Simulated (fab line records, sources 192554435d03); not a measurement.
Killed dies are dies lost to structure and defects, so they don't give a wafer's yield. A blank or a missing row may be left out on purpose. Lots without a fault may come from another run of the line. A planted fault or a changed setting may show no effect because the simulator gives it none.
Chamber matching | flow n5_finfet | N5_BEOL_M2_ILD_DEP_00 on pecvd-04: 3 sister chambers
The step deposits SiOC from DEMS/O2, target thk 79 nm, time 15.3 s. 18 wafers are shown with their chamber, then 9 later ones without.

WAFERS WITH THEIR CHAMBER
wafer  | chamber | throttle_valve_pct (%) | showerhead_plenum_p_Torr (Torr) | heater_power_w (W)
L075.1 | 1       | 12.5                   | 5.724                           | 596
L075.2 | 0       | 13.3                   | 5.669                           | 557
L075.5 | 0       | 13.2                   | 5.675                           | 562
L078.1 | 0       | 13.3                   | 5.667                           | 645
L078.3 | 2       | 11.7                   | 5.710                           | 489
L078.6 | 2       | 11.9                   | 5.705                           | 504
L080.3 | 0       | 13.2                   | 5.676                           | 662
L080.4 | 1       | 12.3                   | 5.698                           | 595
L080.5 | 0       | 13.2                   | 5.671                           | 662
L084.2 | 2       | 11.7                   | 5.701                           | 523
L084.4 | 0       | 13.3                   | 5.662                           | 627
L084.6 | 1       | 12.3                   | 5.723                           | 586
L087.1 | 0       | 13.3                   | 5.674                           | 567
L087.2 | 2       | 11.8                   | 5.693                           | 539
L087.3 | 1       | 12.7                   | 5.710                           | 574
L088.1 | 1       | 12.7                   | 5.707                           | 586
L088.4 | 1       | 12.5                   | 5.701                           | 601
L088.6 | 0       | 13.2                   | 5.665                           | 567

SIGNATURES (means of the wafers above)
reading                  | chamber 0 | chamber 1 | chamber 2 | scatter within a chamber
throttle_valve_pct       | 13.250    | 12.500    | 11.775    | 0.118
showerhead_plenum_p_Torr | 5.66988   | 5.71050   | 5.70225   | 0.00787
heater_power_w           | 606.12    | 589.67    | 513.75    | 34.2
Rule: a wafer's distance from a chamber is the root of the sum, over the readings, of the square of ((its reading less the chamber's mean) divided by the reading's scatter). The wafer belongs to the nearest chamber; if the next one is less than 2 further off, it can't be placed. The scatter: the root of (the sum of the squares of (reading less its chamber's mean) over the shown wafers, divided by (wafers less chambers)).

WAFERS WITHOUT THEIR CHAMBER
wafer  | throttle_valve_pct (%) | showerhead_plenum_p_Torr (Torr) | heater_power_w (W)
L091.2 | 11.5                   | 5.700                           | 509
L091.4 | 11.7                   | 5.726                           | 518
L091.6 | 12.9                   | 5.719                           | 554
L095.2 | 11.8                   | 5.722                           | 573
L095.3 | 12.8                   | 5.708                           | 589
L095.4 | 11.6                   | 5.699                           | 463
L092.4 | 11.6                   | 5.692                           | 545
L092.5 | 13.3                   | 5.668                           | 629
L092.6 | 12.4                   | 5.709                           | 586

WHICH CHAMBER EACH WENT THROUGH
wafer  | from the rows above | in truth
L091.2 | 2                   | 2
L091.4 | 2                   | 2
L091.6 | 1                   | 1
L095.2 | 2                   | 2
L095.3 | 1                   | 1
L095.4 | 2                   | 2
L092.4 | 2                   | 2
L092.5 | 0                   | 0
L092.6 | 1                   | 1
Placed correctly: 9 of 9. Can't be placed from these rows: 0. Placed wrongly: 0.
